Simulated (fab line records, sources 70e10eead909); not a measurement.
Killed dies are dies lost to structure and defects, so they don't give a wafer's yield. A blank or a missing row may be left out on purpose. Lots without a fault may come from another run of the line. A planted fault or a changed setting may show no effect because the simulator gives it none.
A struck lot beside a sound one | flow nand_harc | 14 steps out of a route of 1159
Sound: wafers L559.4, L559.5, L559.6. Struck: wafer L562.5. (L562.1, L562.4 of the same lot were not struck and are left out.) The cause comes at the end.
At each step with rows: each side's tool, then ch and its chambers, then its first start. Under that, the readings that differ: sound wafers | struck wafers | difference of the means | sigmas: that difference in standard deviations of wafers without a fault.
alike: readings whose means differ by less than 2 such deviations, and words and numbers that are the same on both sides. not compared: withheld readings, readings that some wafer has no value for, bounds like >300 that may hide the same value, and numbers for which the record gives no deviation and whose values overlap.
The two part at a step that has a row with sigmas, a row that says differs or no value, or rows on one side only. Numbers that don't overlap but have no deviation are shown without sigmas and don't part them. A reading that every wafer of one side lacks parts them only if that side has two wafers or more.

NHARC_A_SGD_CUT_THK_MEAS_22: measures by ellipsometry.
  sound on film_metro-02, day 18 03:05; struck on film_metro-01, day 18 18:13
  alike: thk_nm
then, 2 steps without rows for these wafers: NHARC_A_SGD_CUT_SRD_23; NHARC_A_SGD_CUT_ETCH_26 (etches SiO2 in dHF, target depth 45.8 nm).
NHARC_A_SGD_CUT_ETCHBACK_24: etches the open film in CH3F/O2, target depth 50 nm, time 92.857 s.
  sound on rie_diel-05 ch 0,1, day 18 03:18; struck on rie_diel-08 ch 2, day 18 18:27
  alike: drypump_motor_current_A, oes_product_au, rf_vpp_V, showerhead_plenum_p_Torr, throttle_valve_pct
  not compared: rf_hours_counter_h
NHARC_A_SGD_CUT_STRIP_28: strips in O2, time 20 s.
  sound on rie_diel-05 ch 2,3; struck on rie_diel-08 ch 2
  reading               | sound             | struck | difference | sigmas
  oes_product_au (a.u.) | 1.008 1.017 1.008 | 0.994  | -0.017     | -2
  alike: drypump_motor_current_A, rf_vpp_V, showerhead_plenum_p_Torr, throttle_valve_pct
  not compared: rf_hours_counter_h
NHARC_A_SGD_CUT_INSPECT_25:
  sound on defect_inspect-02, day 18 03:32; struck on defect_inspect-01, day 18 18:41
  alike: raw_defect_count
NHARC_A_SLIT_DEP_25: deposits SiO2, target thk 200 nm.
  sound on pecvd-01 ch 0,1,2, day 18 03:46; struck on pecvd-03 ch 1, day 18 18:56
  alike: heater_power_w, throttle_valve_pct
NHARC_A_SLIT_DEP_00: deposits aC, target thk 3200 nm.
  sound on acl_dep-01 ch 0, day 18 06:12; struck on acl_dep-02 ch 0, day 18 20:43
  alike: throttle_valve_pct
NHARC_A_SLIT_DEP_23: deposits SiON, target thk 100 nm.
  sound on pecvd-02 ch 0,1,2, day 18 07:18; struck on pecvd-03 ch 1, day 18 22:43
  alike: heater_power_w
then, 3 steps without rows for these wafers: NHARC_A_SLIT_DEHYDRATE_01 (time 120 s); NHARC_A_SLIT_HMDS_02 (time 30 s); NHARC_A_SLIT_COAT_03 (resist thk 90 nm).
NHARC_A_SLIT_SOFTBAKE_04: time 55 s.
  sound on litho_track-04 ch 0, day 18 07:00; struck on litho_track-01 ch 0, day 18 22:00
  reading                  | sound                | struck | difference | sigmas
  heater_power_total_W (W) | 188.42 188.36 188.67 | 193.04 | +4.56      | +28
then, 1 step without rows for these wafers: NHARC_A_SLIT_EBR_05.

WHERE THEY PART
First at NHARC_A_SGD_CUT_STRIP_28; last, within this record, at NHARC_A_SLIT_SOFTBAKE_04.

WHY: what the simulator had put in
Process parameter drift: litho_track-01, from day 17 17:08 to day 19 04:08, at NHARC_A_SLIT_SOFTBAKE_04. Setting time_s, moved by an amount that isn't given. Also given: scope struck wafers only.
